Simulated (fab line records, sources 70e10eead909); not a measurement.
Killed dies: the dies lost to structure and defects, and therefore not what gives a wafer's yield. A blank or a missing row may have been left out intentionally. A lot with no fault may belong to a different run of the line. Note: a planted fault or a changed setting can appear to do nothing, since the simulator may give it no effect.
A single fault, viewed from 2 desks ; flow nandHarc ; only its own numbers are on each desk; what lay behind them is given at the end

## DESK OF THE TOOL OWNER: pecvdOnon-03
The tool's own readings at NHARC_A_ONON_D1_DEP_12 (target thk 1000 nm): means of the sampled wafers that have a number, for each lot that ran on this tool. The brackets show how far a lot's mean lies from the usual mean; more than 4 standard deviations puts the lot out of limits, marked OUT.
Columns: A = n2FlowSccm at NHARC_A_ONON_D1_DEP_12, usual 2751 sccm
lot;first seen here;A
L642;day 8 09:30;2753
L647;day 9 08:40;2756
L648;day 9 21:28;2737
L650;day 10 07:05;2753
L656;day 11 20:59;2757
L659;day 12 08:03;2746
L661;day 13 00:06;2741
This desk's verdict: no lot among the 7 shows anything out of limits.

## AT THE METROLOGY DESK
Means of the sampled wafers that have a number, per lot and without regard to the tool the lot ran on: this is what the gauges read. The brackets show how far a lot's mean lies from the usual mean; more than 4 standard deviations puts the lot out of limits, marked OUT.
Columns: A = thkNm at NHARC_A_SOURCE_PLATE_THK_MEAS_09, usual 9.6 nm; B = thkNm at NHARC_A_SOURCE_PLATE_THK_MEAS_06, usual 200.1 nm; C = thkNm at NHARC_A_ONON_D1_THK_MEAS_14, usual 1001 nm
lot;first seen here;A;B;C
L642;day 7 18:16;9.4;199.3;1006
L643;day 7 18:16;9.3;197.3;997
L644;day 8 03:04;9.6;198.6;997
L646;day 8 17:04;9.1;197.8;989
L647;day 8 17:04;9.5;199.6;996
L648;day 9 03:37;8.6;196.6;1008
L649;day 9 09:51;9.9;197.7;995
L650;day 9 15:26;10.0;200.6;999
L653;day 10 20:51;9.4;199.0;996
L652;day 10 20:52;9.8;199.5;1013
L656;day 11 05:55;9.1;202.2;985
L659;day 11 16:23;10.5;201.7;1465 (+61) OUT
L661;day 12 08:07;9.6;200.8;1464 (+61) OUT
L663;day 12 17:58;9.4;202.2;1004
This desk's verdict: out of limits on L659, L661, starting with L659 at day 12 08:34 (thkNm at NHARC_A_ONON_D1_THK_MEAS_14). L642, L643, L644, L646, L647, L648, L649, L650, L653, L652, L656, L663 stayed within limits.

## BROUGHT TOGETHER
An alarm was possible from the metrology desk at day 12 08:34, on L659, L661.
The tool owner's desk saw nothing out of limits.
Tool owner's desk: L659, L661 on record, inside its limits.
Every lot named ran NHARC_A_ONON_D1_DEP_12 on pecvdOnon-03.

## WHAT THE SIMULATOR HAD PUT IN
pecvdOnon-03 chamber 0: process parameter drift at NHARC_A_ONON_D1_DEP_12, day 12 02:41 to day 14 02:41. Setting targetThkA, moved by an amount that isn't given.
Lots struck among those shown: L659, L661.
Per desk, hours elapsed from the start of the fault to the first reading out of limits: for the metrology desk, 6.
